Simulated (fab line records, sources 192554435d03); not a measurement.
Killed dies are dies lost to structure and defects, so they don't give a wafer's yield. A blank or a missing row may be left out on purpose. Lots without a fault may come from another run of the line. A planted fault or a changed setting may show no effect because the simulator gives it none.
Chamber matching | flow n5_finfet | N5_BEOL_M15_ILD_DEP_00 on pecvd-01: 3 sister chambers
The step deposits SiO2 from TEOS/O2, target thk 1629.3 nm, time 346.1 s. 14 wafers are shown with their chamber, then 7 later ones without.

WAFERS WITH THEIR CHAMBER
wafer  | chamber | throttle_valve_pct (%) | showerhead_vpp_V (V) | showerhead_plenum_p_Torr (Torr)
L074.2 | 1       | 20.8                   | 1914                 | 8.21
L074.4 | 1       | 20.7                   | 1920                 | 8.23
L074.5 | 2       | 18.3                   | 1780                 | 8.31
L082.1 | 2       | 18.5                   | 1766                 | 8.30
L082.2 | 1       | 20.8                   | 1940                 | 8.24
L082.4 | 2       | 18.4                   | 1785                 | 8.30
L087.2 | 0       | 18.4                   | 1808                 | 8.32
L087.5 | 0       | 18.5                   | 1808                 | 8.33
L087.6 | 1       | 20.9                   | 1957                 | 8.23
L088.1 | 2       | 18.4                   | 1770                 | 8.30
L088.2 | 1       | 20.7                   | 1903                 | 8.25
L088.6 | 1       | 20.6                   | 1906                 | 8.25
L091.1 | 1       | 20.8                   | 1923                 | 8.26
L091.3 | 2       | 18.6                   | 1772                 | 8.31

SIGNATURES (means of the wafers above)
reading                  | chamber 0 | chamber 1 | chamber 2 | scatter within a chamber
throttle_valve_pct       | 18.450    | 20.757    | 18.440    | 0.102
showerhead_vpp_V         | 1808.00   | 1923.29   | 1774.60   | 15
showerhead_plenum_p_Torr | 8.3250    | 8.2386    | 8.3040    | 0.013
Rule: a wafer's distance from a chamber is the root of the sum, over the readings, of the square of ((its reading less the chamber's mean) divided by the reading's scatter). The wafer belongs to the nearest chamber; if the next one is less than 2 further off, it can't be placed. The scatter: the root of (the sum of the squares of (reading less its chamber's mean) over the shown wafers, divided by (wafers less chambers)).

WAFERS WITHOUT THEIR CHAMBER
wafer  | throttle_valve_pct (%) | showerhead_vpp_V (V) | showerhead_plenum_p_Torr (Torr)
L091.5 | 18.6                   | 1753                 | 8.28
L094.1 | 18.6                   | 1759                 | 8.32
L094.5 | 20.7                   | 1933                 | 8.23
L094.6 | 18.4                   | 1778                 | 8.32
L096.1 | 18.6                   | 1804                 | 8.34
L096.2 | 20.6                   | 1962                 | 8.23
L096.5 | 20.7                   | 1955                 | 8.25

WHICH CHAMBER EACH WENT THROUGH
wafer  | from the rows above     | in truth
L091.5 | 2                       | 2
L094.1 | can't be placed: 2 or 0 | 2
L094.5 | 1                       | 1
L094.6 | can't be placed: 2 or 0 | 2
L096.1 | can't be placed: 0 or 2 | 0
L096.2 | 1                       | 1
L096.5 | 1                       | 1
Placed correctly: 4 of 7. Can't be placed from these rows: 3 (the true chamber is among the candidates in 3). Placed wrongly: 0.
